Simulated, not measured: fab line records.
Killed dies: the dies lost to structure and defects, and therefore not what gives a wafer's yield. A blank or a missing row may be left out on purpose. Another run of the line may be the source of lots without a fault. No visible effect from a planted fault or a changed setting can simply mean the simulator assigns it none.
What tool caused it? || flow n5_finfet || 33 wafers from 11 lots sampled at 2 of the route's 1938 steps

== WHAT EACH GAUGE READ, for each wafer ==
N5_PASSIVATION_CD_MEAS_10: the cd target is 3000 nm.
{"lot": "L234", "measured": "day 11 23:01", "on": "cd_sem-01", "cd_nm (nm)": "2997.4 2993.4 2995.8"}
{"lot": "L235", "measured": "day 12 07:30", "on": "cd_sem-01", "cd_nm (nm)": "3001.8 2996.6 2995.5"}
{"lot": "L239", "measured": "day 13 11:01", "on": "cd_sem-02", "cd_nm (nm)": "3000.2 3002.3 2999.9"}
{"lot": "L243", "measured": "day 14 01:31", "on": "cd_sem-02", "cd_nm (nm)": "2998.5 2999.4 3000.7"}
{"lot": "L242", "measured": "day 15 06:42", "on": "cd_sem-01", "cd_nm (nm)": "2997.7 2995.7 2993.8"}
{"lot": "L244", "measured": "day 16 05:22", "on": "cd_sem-02", "cd_nm (nm)": "2999.2 3000.3 2998.3"}
{"lot": "L245", "measured": "day 15 12:34", "on": "cd_sem-01", "cd_nm (nm)": "2999.3 2999.4 3000.5"}
{"lot": "L246", "measured": "day 16 08:17", "on": "cd_sem-03", "cd_nm (nm)": "2998.4 3000.3 2999.3"}
{"lot": "L247", "measured": "day 16 12:25", "on": "cd_sem-02", "cd_nm (nm)": "3002.3 2996.8 3002.2"}
{"lot": "L248", "measured": "day 16 05:42", "on": "cd_sem-02", "cd_nm (nm)": "3001.4 3000.6 2998.2"}
{"lot": "L249", "measured": "day 16 05:44", "on": "cd_sem-01", "cd_nm (nm)": "2991.4 2997.0 2994.2"}

== EACH LOT AND THE TOOL THAT RAN IT (in order: tool; ch and the chambers of the sampled wafers; start) ==
{"lot": "L234", "N5_BEOL_M1_PRECLEAN_42": "wet_bench-04 ch 1,2,5, day 6 03:19"}
{"lot": "L235", "N5_BEOL_M1_PRECLEAN_42": "wet_bench-03 ch 1,4,5, day 6 10:47"}
{"lot": "L239", "N5_BEOL_M1_PRECLEAN_42": "wet_bench-02 ch 0,2,4, day 7 10:01"}
{"lot": "L243", "N5_BEOL_M1_PRECLEAN_42": "wet_bench-02 ch 1,4,6, day 8 11:44"}
{"lot": "L242", "N5_BEOL_M1_PRECLEAN_42": "wet_bench-03 ch 0,1,6, day 8 12:10"}
{"lot": "L244", "N5_BEOL_M1_PRECLEAN_42": "wet_bench-02 ch 2,5,6, day 9 11:01"}
{"lot": "L245", "N5_BEOL_M1_PRECLEAN_42": "wet_bench-02 ch 2,4,6, day 9 15:43"}
{"lot": "L246", "N5_BEOL_M1_PRECLEAN_42": "wet_bench-04 ch 2,3,6, day 9 20:22"}
{"lot": "L247", "N5_BEOL_M1_PRECLEAN_42": "wet_bench-02 ch 1,2,3, day 9 20:34"}
{"lot": "L248", "N5_BEOL_M1_PRECLEAN_42": "wet_bench-02 ch 3,4,6, day 9 22:43"}
{"lot": "L249", "N5_BEOL_M1_PRECLEAN_42": "wet_bench-02 ch 1,3,7, day 10 00:20"}
- N5_BEOL_M1_PRECLEAN_42: cleans in residue remover, time 60 s.

== THE ANSWER, worked out from the rows above alone ==
Rule: what is usual is taken from the lots themselves. The widest of any qualifying gaps counts: lots, ordered by their means at a reading, are off when they make up no more than a third of the lots, leave a main group of 4 or more, and stand apart from it by 3 or more times the standard deviation of that group's means. If all means in a main group match to the digits the tables above print for the reading, that group is not used. A lot without any number at a reading at which 4 lots or more have one is off too. Any other lot the step has rows for is counted as sound.
No lot is off on any of the readings shown, so nothing can be concluded from this.

== WHAT THE SIMULATOR HAD INSERTED ==
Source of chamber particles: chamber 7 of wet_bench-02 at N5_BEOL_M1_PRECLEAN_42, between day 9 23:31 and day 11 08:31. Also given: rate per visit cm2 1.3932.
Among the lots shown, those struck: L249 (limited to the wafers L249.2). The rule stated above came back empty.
